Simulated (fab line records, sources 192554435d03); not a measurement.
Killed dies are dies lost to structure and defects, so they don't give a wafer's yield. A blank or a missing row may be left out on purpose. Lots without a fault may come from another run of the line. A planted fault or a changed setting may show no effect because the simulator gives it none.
Split-lot experiment | flow n5_finfet | 7 lots, 21 wafers read, on a route of 1938 steps

THE SPLIT
At N5_WELL_APT_PEB_06 (peb time 90 s), the setting peb_temp_c was moved away from the recipe's 130 C on 7 of the 21 wafers read, by -2.2% to +1.9%. The other wafers ran this setting at the recipe's value.

FROM THE SPLIT TO THE READING: what the file shows between them, 2 steps
- N5_WELL_APT_DEVELOP_07: develop time 45 s
- N5_WELL_APT_HARDBAKE_12: time 120 s

THE READING
cd_nm, in nm, at N5_WELL_APT_CD_MEAS_08 (target cd 200 nm). Fault-free wafers of this fab line usually give 199.3 nm, standard deviation 1.7 nm.

wafer  | tool, chamber at the split | peb_temp_c as run, C | against the recipe | cd_nm, nm | against lot-mates on the recipe
L083.1 | litho_track-01, 0          | 128.8                | -0.9%              | 192.4     | -6.0
L083.3 | litho_track-01, 0          | 130                  | recipe             | 198.4     | -
L083.4 | litho_track-01, 0          | 128.8                | -0.9%              | 194.6     | -3.8
L085.2 | litho_track-02, 0          | 130                  | recipe             | 200.5     | -
L085.3 | litho_track-02, 0          | 130                  | recipe             | 198.0     | -
L085.6 | litho_track-02, 0          | 130                  | recipe             | 202.0     | -
L089.4 | litho_track-02, 0          | 130                  | recipe             | 197.9     | -
L089.5 | litho_track-02, 0          | 130                  | recipe             | 200.7     | -
L089.6 | litho_track-02, 0          | 130                  | recipe             | 200.3     | -
L090.1 | litho_track-02, 0          | 130                  | recipe             | 199.1     | -
L090.2 | litho_track-02, 0          | 130                  | recipe             | 200.3     | -
L090.5 | litho_track-02, 0          | 132.5                | +1.9%              | 208.1     | +8.4
L092.1 | litho_track-03, 0          | 130                  | recipe             | 199.7     | -
L092.2 | litho_track-03, 0          | 130                  | recipe             | 199.8     | -
L092.5 | litho_track-03, 0          | 130                  | recipe             | 200.0     | -
L094.1 | litho_track-03, 0          | 127.2                | -2.2%              | 184.8     | -15.8
L094.4 | litho_track-03, 0          | 127.2                | -2.2%              | 185.5     | -15.1
L094.5 | litho_track-03, 0          | 130                  | recipe             | 200.6     | -
L095.2 | litho_track-02, 0          | 131.6                | +1.2%              | 205.2     | +7.1
L095.4 | litho_track-02, 0          | 131.6                | +1.2%              | 208.3     | +10.2
L095.6 | litho_track-02, 0          | 130                  | recipe             | 198.1     | -

THE FIT
A straight line over all 21 wafers: cd_nm changes by +6.04 nm for each +1% of peb_temp_c; r = +0.97; the points scatter about the line by 1.4 nm.
The same after taking each lot's own level away (the mean of its wafers on the recipe; 21 wafers): +6.37 nm for each +1%; r = +0.97; scatter 1.5 nm.
On that fit, the largest move of peb_temp_c shifts the reading by 14 nm.
The lots' own levels span 198.10 to 200.60 nm, that is 1.5 times the standard deviation above.
So the lot-to-lot level changes the slope little: the two slopes agree.
Check: with one of the wafers moved furthest among these (-2.2%) left out of the fit, the line predicts -13.1 nm for it against its lot-mates. It came out at -15.8 nm against them.

OTHER SPLITS ON THESE WAFERS
These wafers also went through other splits before the reading. Each is held against what the fit with the lots' levels taken away leaves over:
other split on the same wafers | wafers away from the commonest value | r with cd_nm (lot level and that fit taken away)
N5_ZERO_LAYER_ETCH_18 icp_w    | 7                                    | -0.52

THE WHOLE CHAIN: every reading that the file lists as answering this split, in the file's order
step                   | what it does             | reading                                                         | change (the file's fit)              | r (the file's)
N5_WELL_APT_CD_MEAS_08 | target cd 200 nm         | cd_nm                                                           | +6.04 nm for each +1% of the setting | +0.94
N5_WELL_APT_DESCUM_13  | chemistry O2, time 7.9 s | WELL_APT.cd_nm (the simulator's own value, which no gauge read) | +6.05 nm for each +1% of the setting | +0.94

THE FILE'S OWN FIT
cd_nm changes by +6.04 nm for each +1% of peb_temp_c, r = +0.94.
